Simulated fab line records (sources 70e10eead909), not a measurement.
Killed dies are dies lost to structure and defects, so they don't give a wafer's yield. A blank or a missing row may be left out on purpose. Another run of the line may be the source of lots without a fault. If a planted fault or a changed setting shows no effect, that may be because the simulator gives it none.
fab line records	flow nand-harc
[record] lots = 7	wafers = 21	last-day = 23
route steps=1159 shown A_M0@1003
lots that met no fault: from a run of the same line without faults
start-h: hours from the record's opening day to when the first of the lot's shown wafers began	wait-h: how many hours have passed since the lot's step before this one	" repeats the value in the row above	L1.1+2: one row covering several wafers at once	- no value, or no start given	* or withheld: withheld	< > ~ a bound
route shown NAME@n: a module of which the file shows steps, and the number in the route of the first	usual: mean/standard deviation taken from wafers without a fault	same: alike in all rows	chamber/n: place in a boat	sites: each site's reading	_std_site: how widely they spread, as a standard deviation	_edge_site: outer sites' mean less inner sites'	radius-mm: for every site, how far away it sits from the centre of the wafer	mask NAME#n: copy n	behind: the tool/chamber that last shaped the wafer	hold: the reason the lot was held/the length of the hold in hours/how it ended	device: whichever transistor did not switch (one of n, p or np)	end of line: at the end of the route, the tests of the same wafers	where a step has no rows: the recipe by itself	killed: at the first sort, the dies lost to defects and structure; wafer yield is something else	map: dies across one wafer; x = killed, . = not, _ = none there
set.NAME: the run value of the setting; set.NAME@STEP: its run value at that earlier step	model.NAME: the simulator's own value behind a step, which no gauge read
a table for each step, a row for each wafer; lots at some steps of the route
services: a tool's chamber out of use, with start hour (start-h, from the record's first day; less than 0 if before it), hours out, and reason
[[steps]]
[step NHARC_A_M0_DEVELOP_08]
[recipe] develop-time-s = 35	dev-temp-c = 23
[step NHARC_A_M0_CD_MEAS_09]
[recipe] target-cd-nm = 80	landing-energy-ev = 500
[usual] cd-nm = 80.0/0.89
lot.wafer	tool	chamber	start-h	wait-h	cd-nm
L872.1	cd-sem-03	0	414.91	-	81.4
L872.2	"	0	"	"	80.7
L872.4	"	0	"	"	80.7
L871.1	cd-sem-03	0	420.56	-	80.7
L871.4	"	0	"	"	79.3
L871.6	"	0	"	"	80.6
L874.3	cd-sem-01	0	429.18	-	80.8
L874.4	"	0	"	"	80.7
L874.5	"	0	"	"	80.1
L881.1	cd-sem-03	0	466.21	-	78.3
L881.5	"	0	"	"	79.9
L881.6	"	0	"	"	79.4
L883.1	cd-sem-03	0	476.55	-	79.2
L883.4	"	0	"	"	81.4
L883.5	"	0	"	"	81.5
L884.2	cd-sem-02	0	496.67	-	79.6
L884.4	"	0	"	"	79.9
L884.6	"	0	"	"	80.0
L886.3	cd-sem-03	0	512.68	-	80.9
L886.5	"	0	"	"	78.6
L886.6	"	0	"	"	78.8
[step NHARC_A_M0_OVL_MEAS_10]
[recipe] pitch-nm = 160
[usual] overlay-x-nm = 0.2/0.75	overlay-y-nm = 0.1/0.81
lot.wafer	tool	chamber	start-h	wait-h	overlay-x-nm	overlay-y-nm
L872.1	overlay-02	-	415.00	-	-2.0	-1.5
L872.2	"	-	"	"	-1.7	-0.8
L872.4	"	-	"	"	-1.7	-0.7
L871.1	overlay-01	-	420.65	-	-0.2	0.7
L871.4	"	-	"	"	0.4	0.7
L871.6	"	-	"	"	0.5	0.9
L874.3	overlay-02	-	429.27	-	0.9	-0.9
L874.4	"	-	"	"	1.0	-0.1
L874.5	"	-	"	"	1.0	-0.5
L881.1	overlay-01	-	466.29	-	-0.3	1.3
L881.5	"	-	"	"	0.0	1.1
L881.6	"	-	"	"	0.1	0.9
L883.1	overlay-01	-	476.64	-	-0.4	1.4
L883.4	"	-	"	"	0.0	1.3
L883.5	"	-	"	"	0.4	0.5
L884.2	overlay-02	-	496.75	-	-0.1	0.4
L884.4	"	-	"	"	0.3	1.3
L884.6	"	-	"	"	0.5	0.2
L886.3	overlay-02	-	512.76	-	0.2	-0.7
L886.5	"	-	"	"	-0.4	-0.3
L886.6	"	-	"	"	-0.5	-0.2
[step NHARC_A_M0_INSPECT_11]
[usual] raw-defect-count = 26/10
lot.wafer	tool	chamber	start-h	wait-h	raw-defect-count
L872.1	defect-inspect-01	-	415.03	0.0	19
L872.2	"	-	"	"	26
L872.4	"	-	"	"	23
L871.1	defect-inspect-02	-	420.69	0.0	25
L871.4	"	-	"	"	20
L871.6	"	-	"	"	30
L874.3	defect-inspect-02	-	429.30	0.0	24
L874.4	"	-	"	"	31
L874.5	"	-	"	"	36
L881.1	defect-inspect-02	-	466.33	0.0	29
L881.5	"	-	"	"	30
L881.6	"	-	"	"	26
L883.1	defect-inspect-02	-	476.68	0.0	10
L883.4	"	-	"	"	10
L883.5	"	-	"	"	7
L884.2	defect-inspect-01	-	496.79	0.0	37
L884.4	"	-	"	"	30
L884.6	"	-	"	"	33
L886.3	defect-inspect-01	-	512.80	0.0	36
L886.5	"	-	"	"	34
L886.6	"	-	"	"	22
[step NHARC_A_M0_DESCUM_14]
[recipe] time-s = 3	o2-flow-sccm = 200	ar-flow-sccm = 0	bias-power-w = 0	chemistry = O2
[step NHARC_A_M0_ETCH_34]
[recipe] target-depth-a = 400	overetch-a = 120	time-s = 43.94	ion-energy-ev = 200	n2-flow-sccm = 150	h2-flow-sccm = 150	ar-flow-sccm = 0	rf-w = 400	bias-w = 150	chemistry = N2/H2
[usual] drypump-motor-current-A = 5.5/0.37	oes-product-au = 1.000/0.014	rf-vpp-V = 431.5/2.4	showerhead-plenum-p-Torr = 2.08/0.08	throttle-valve-pct = 14.171/0.0097
lot.wafer	tool	chamber	start-h	wait-h	drypump-motor-current-A	oes-product-au	rf-hours-counter-h	rf-vpp-V	showerhead-plenum-p-Torr	throttle-valve-pct
L872.1	rie-diel-03	0	415.18	0.1	5.4	0.988	1	435.3	2.12	14.173
L872.4	"	1	"	"	5.6	1.001	1	434.2	2.18	14.184
L872.2	"	2	"	"	5.9	1.000	1	430.8	2.08	14.181
L871.1	rie-diel-08	0	420.83	0.1	5.8	0.992	7	429.7	2.06	14.162
L871.4	"	3	"	"	5.1	0.984	9	427.2	1.91	14.186
L871.6	"	1	"	"	5.4	0.978	-	431.2	2.10	14.178
L874.3	rie-diel-03	1	429.45	0.1	5.6	1.010	2	435.4	2.18	14.164
L874.4	"	2	"	"	5.9	0.999	1	430.9	2.08	14.173
L874.5	"	0	"	"	5.4	0.996	-	432.2	2.12	14.168
L881.1	rie-diel-01	1	466.60	0.2	6.3	1.005	12	430.3	2.05	14.182
L881.5	"	0	"	"	6.0	1.012	-	426.5	1.91	14.176
L881.6	"	1	"	"	6.3	1.009	-	430.7	2.05	14.159
L883.1	rie-diel-08	1	476.83	0.1	5.4	0.991	10	432.3	2.10	14.169
L883.4	"	3	"	"	5.1	0.998	13	428.2	1.91	14.166
L883.5	"	0	"	"	5.9	0.998	-	429.7	2.06	14.162
L884.2	rie-diel-03	2	496.95	0.1	5.9	0.974	6	431.0	2.07	14.195
L884.4	"	3	"	"	5.8	0.981	6	433.7	2.10	14.172
L884.6	"	0	"	"	5.4	1.006	-	431.4	2.12	14.179
L886.3	rie-diel-08	2	512.96	0.1	4.8	1.025	3	432.2	2.12	14.167
L886.5	"	3	"	"	5.1	0.979	-	427.2	1.91	14.184
L886.6	"	0	"	"	5.9	1.032	-	429.3	2.06	14.174
[step NHARC_A_M0_ETCH_15]
[recipe] target-depth-a = 1500	overetch-a = 150	time-s = 82.5	c4f8-flow-sccm = withheld	ar-flow-sccm = 400	rf-w = 600	bias-w = 300	chemistry = C4F8/Ar
[step NHARC_A_M0_CD_MEAS_16]
[usual] cd-nm = 79.5/1.2
lot.wafer	tool	chamber	start-h	wait-h	cd-nm
L872.1	cd-sem-01	-	415.39	-	79.9
L872.2	"	-	"	"	79.1
L872.4	"	-	"	"	80.6
L871.1	cd-sem-02	-	421.04	-	80.3
L871.4	"	-	"	"	79.3
L871.6	"	-	"	"	81.4
L874.3	cd-sem-01	-	429.67	-	80.6
L874.4	"	-	"	"	80.4
L874.5	"	-	"	"	78.0
L881.1	cd-sem-01	-	466.81	-	76.4
L881.5	"	-	"	"	78.5
L881.6	"	-	"	"	78.8
L883.1	cd-sem-01	-	477.04	-	78.4
L883.4	"	-	"	"	81.6
L883.5	"	-	"	"	81.3
L884.2	cd-sem-02	-	497.15	-	78.2
L884.4	"	-	"	"	80.3
L884.6	"	-	"	"	77.7
L886.3	cd-sem-02	-	513.17	-	80.0
L886.5	"	-	"	"	77.9
L886.6	"	-	"	"	78.9
[step NHARC_A_M0_STRIP_18]
[recipe] power-w = 1000	n2-flow-sccm = 150	h2-flow-sccm = 150	ar-flow-sccm = 0	bias-w = 0	chemistry = N2/H2
[usual] drypump-motor-current-A = 5.7/0.43	oes-product-au = 1.003/0.012	rf-vpp-V = 90.9/1	showerhead-plenum-p-Torr = 2.08/0.093	throttle-valve-pct = 14.170/0.0094
lot.wafer	tool	chamber	start-h	wait-h	drypump-motor-current-A	oes-product-au	rf-hours-counter-h	rf-vpp-V	showerhead-plenum-p-Torr	throttle-valve-pct
L872.4	rie-diel-01	2	415.49	0.1	5.2	1.010	8	90.8	2.20	14.167
L872.2	"	3	"	"	5.9	1.004	7	92.2	2.13	14.170
L872.1	"	0	"	"	6.0	0.996	5	89.7	1.92	14.184
L871.4	rie-diel-01	0	421.12	0.1	6.0	0.978	6	89.3	1.91	14.176
L871.1	"	2	"	"	5.2	1.002	9	90.8	2.20	14.168
L871.6	"	1	"	"	6.3	1.006	-	92.0	2.05	14.180
L874.3	rie-diel-01	0	429.74	0.1	6.0	0.988	7	91.4	1.92	14.174
L874.4	"	2	"	"	5.2	1.007	10	91.3	2.20	14.180
L874.5	"	0	"	"	6.0	0.992	-	91.1	1.91	14.170
L881.1	rie-diel-03	3	466.89	0.1	5.8	0.993	4	90.3	2.10	14.184
L881.6	"	3	"	"	5.8	0.994	-	90.8	2.10	14.170
L881.5	"	0	"	"	5.4	1.002	-	91.9	2.12	14.153
L883.4	rie-diel-01	3	477.14	0.1	5.9	1.012	13	91.4	2.12	14.173
L883.1	"	1	"	"	6.3	1.010	13	91.4	2.05	14.181
L883.5	"	2	"	"	5.2	1.020	-	91.8	2.19	14.188
L884.4	rie-diel-08	3	497.25	0.1	5.1	0.981	1	92.5	1.91	14.153
L884.2	"	1	"	"	5.4	0.995	1	91.8	2.10	14.178
L884.6	"	3	"	"	5.1	0.981	-	90.6	1.91	14.164
L886.3	rie-diel-03	3	513.32	0.1	5.8	0.985	8	90.7	2.10	14.177
L886.6	"	0	"	"	5.4	1.012	-	90.8	2.12	14.175
L886.5	"	1	"	"	5.6	1.013	-	91.6	2.18	14.172
[step NHARC_A_M0_STRIP_19]
[recipe] time-s = 600	temp-c = 30	chemistry = post-etch-residue-remover
[step NHARC_A_M0_DEGAS_28]
[recipe] temp-c = 250	time-s = 60
[usual] heater-power-w = 327/25
lot.wafer	tool	chamber	start-h	wait-h	heater-power-w
L872.4	pvd-sputter-01	-	416.02	-	343
L872.1	"	-	"	"	284
L872.2	"	-	"	"	356
L871.4	pvd-sputter-01	-	421.68	-	341
L871.1	"	-	"	"	275
L871.6	"	-	"	"	332
L874.3	pvd-sputter-03	-	430.29	-	292
L874.4	"	-	"	"	320
L874.5	"	-	"	"	297
L881.1	pvd-sputter-02	-	467.45	-	320
L881.5	"	-	"	"	294
L881.6	"	-	"	"	334
L883.4	pvd-sputter-01	-	477.68	-	346
L883.1	"	-	"	"	363
L883.5	"	-	"	"	336
L884.2	pvd-sputter-01	-	497.78	-	330
L884.4	"	-	"	"	281
L884.6	"	-	"	"	341
L886.3	pvd-sputter-01	-	513.79	-	337
L886.6	"	-	"	"	335
L886.5	"	-	"	"	342
[step NHARC_A_M0_PRE_CLEAN_29]
[recipe] time-s = 30	temp-c = 280	gas = H2/He
[usual] heater-power-w = 400/33
lot.wafer	tool	chamber	start-h	wait-h	heater-power-w
L872.4	pvd-sputter-01	-	-	-	425
L872.1	"	-	"	"	420
L872.2	"	-	"	"	342
L871.4	pvd-sputter-01	-	-	-	344
L871.1	"	-	"	"	446
L871.6	"	-	"	"	427
L874.3	pvd-sputter-03	-	-	-	418
L874.4	"	-	"	"	374
L874.5	"	-	"	"	366
L881.1	pvd-sputter-02	-	-	-	389
L881.5	"	-	"	"	388
L881.6	"	-	"	"	365
L883.4	pvd-sputter-01	-	-	-	444
L883.1	"	-	"	"	427
L883.5	"	-	"	"	433
L884.2	pvd-sputter-01	-	-	-	415
L884.4	"	-	"	"	430
L884.6	"	-	"	"	409
L886.3	pvd-sputter-01	-	-	-	435
L886.6	"	-	"	"	445
L886.5	"	-	"	"	409
[step NHARC_A_M0_PVD_20]
[recipe] target-thk-a = 50	bias-v = 168.6	power-w = 15000	chamber-pressure-pa = 0.12	time-s = 8.06	substrate-temp-c = 50	material = TaN
[usual] bias-v = 168.7/1.7	cathode-dc-power-W = 15000/2.9	chamber-pressure-pa = 0.12002/0.00025	throttle-valve-pct = 29.6/0.92
lot.wafer	tool	chamber	start-h	wait-h	bias-v	cathode-dc-power-W	chamber-pressure-pa	throttle-valve-pct
L872.4	pvd-sputter-01	-	416.12	-	-	-	-	-
L872.1	"	-	"	"	-	-	-	-
L872.2	"	-	"	"	-	-	-	-
L871.4	pvd-sputter-01	-	421.80	-	-	-	-	-
L871.1	"	-	"	"	-	-	-	-
L871.6	"	-	"	"	-	-	-	-
L874.3	pvd-sputter-03	-	430.42	-	-	-	-	-
L874.4	"	-	"	"	-	-	-	-
L874.5	"	-	"	"	-	-	-	-
L881.1	pvd-sputter-02	-	467.56	-	168.7	14999	0.12007	30.8
L881.5	"	-	"	"	169.8	15004	0.11989	28.4
L881.6	"	-	"	"	168.5	14998	0.11998	30.9
L883.4	pvd-sputter-01	-	477.78	-	168.0	14998	0.12	28.7
L883.1	"	-	"	"	172.3	15002	0.12014	30.9
L883.5	"	-	"	"	170.8	15003	0.12011	29.2
L884.2	pvd-sputter-01	-	497.88	-	167.5	15005	0.11991	28.8
L884.4	"	-	"	"	169.0	14997	0.12001	30.6
L884.6	"	-	"	"	170.2	15003	0.12028	29.1
L886.3	pvd-sputter-01	-	513.98	-	170.9	14994	0.12013	31.0
L886.6	"	-	"	"	171.1	14997	0.11957	30.8
L886.5	"	-	"	"	171.4	15000	0.11992	28.7
[step NHARC_A_M0_PVD_21]
[recipe] target-thk-a = 300	chamber-pressure-pa = 5	power-w = 5000	substrate-temp-c = 30	time-s = 20.49	material = Cu
[usual] cathode-dc-power-W = 5000.1/0.89	chamber-pressure-pa = 5.001/0.0091	throttle-valve-pct = 29.8/0.95
lot.wafer	tool	chamber	start-h	wait-h	cathode-dc-power-W	chamber-pressure-pa	throttle-valve-pct
L872.4	pvd-sputter-01	-	-	-	5001.0	5.013	29.3
L872.1	"	-	"	"	4999.5	4.992	30.1
L872.2	"	-	"	"	4999.8	5.012	28.9
L871.4	pvd-sputter-01	-	-	-	4998.8	5.005	28.4
L871.1	"	-	"	"	5000.2	4.999	30.0
L871.6	"	-	"	"	5001.3	5.005	30.9
L874.3	pvd-sputter-03	-	-	-	5001.7	5.003	31.3
L874.4	"	-	"	"	4999.6	5.011	30.0
L874.5	"	-	"	"	4999.1	4.994	29.0
L881.1	pvd-sputter-02	-	-	-	5000.0	4.998	28.5
L881.6	"	-	"	"	4999.2	4.993	30.9
L881.5	"	-	"	"	5000.8	5.000	28.0
L883.4	pvd-sputter-01	-	-	-	5000.5	5.017	28.6
L883.1	"	-	"	"	4999.3	5.003	30.1
L883.5	"	-	"	"	4999.6	4.998	28.6
L884.2	pvd-sputter-01	-	-	-	5000.7	4.997	30.2
L884.4	"	-	"	"	4999.3	4.993	28.9
L884.6	"	-	"	"	4999.9	5.002	30.8
L886.3	pvd-sputter-02	-	515.73	-	5000.8	5.013	28.2
L886.6	"	-	"	"	4999.9	5.010	30.1
L886.5	"	-	"	"	5001.3	5.006	28.4
[[services]]
tool	chamber	start-h	hours	kind
rie-diel-03	3	391.38	6.3	repair
pvd-sputter-02	-	392.01	10.0	pm
rie-diel-03	-	392.30	9.0	pm
rie-diel-03	0	392.30	9.0	vent-cycle
rie-diel-03	1	392.30	9.0	vent-cycle
rie-diel-03	2	392.30	9.0	vent-cycle
rie-diel-01	0	397.37	-	clean
rie-diel-01	1	397.37	-	clean
rie-diel-01	2	397.37	-	clean
rie-diel-01	3	397.37	-	clean
rie-diel-03	0	401.30	-	clean
rie-diel-03	1	401.30	-	clean
rie-diel-03	2	401.30	-	clean
rie-diel-03	3	401.30	-	clean
rie-diel-03	-	409.96	2.4	repair
rie-diel-08	2	450.55	1.4	repair
pvd-sputter-03	-	458.05	10.0	pm
rie-diel-03	-	467.09	0.6	repair
pvd-sputter-03	-	472.53	13.3	repair
rie-diel-08	-	478.80	9.0	pm
pvd-sputter-02	-	483.82	3.7	repair
rie-diel-01	-	491.87	9.0	pm
pvd-sputter-03	-	508.08	69.7	repair
pvd-sputter-02	-	510.73	4.9	repair
[[key]]
[first-sign] step = NHARC_A_M0_PVD_20	reading = tool-record	direction = missing
effect none on later readings
met-at NHARC_A_M0_PVD_20
struck-wafers L871.1,L871.4,L871.6,L872.1,L872.2,L872.4,L874.3,L874.4,L874.5
later-rows-left-out L871.1,L871.4,L871.6,L872.1,L872.2,L872.4,L874.3,L874.4,L874.5
sort-left-out L871.1,L871.4,L871.6,L872.1,L872.2,L872.4,L874.3,L874.4,L874.5
[fault] kind = skipped-step-whole	tool = pvd-sputter-01,pvd-sputter-03	chamber = -	onset-h = 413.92	steps = NHARC_A_M0_PVD_20	scope = struck-lots-only
// sort-left-out: the simulated sort isn't trusted on such a fault, so these wafers' sort isn't shown, and their yield isn't known
// later-rows-left-out: the simulator's readings of these wafers behind a module that went badly wrong aren't trusted and aren't shown, but for the sort
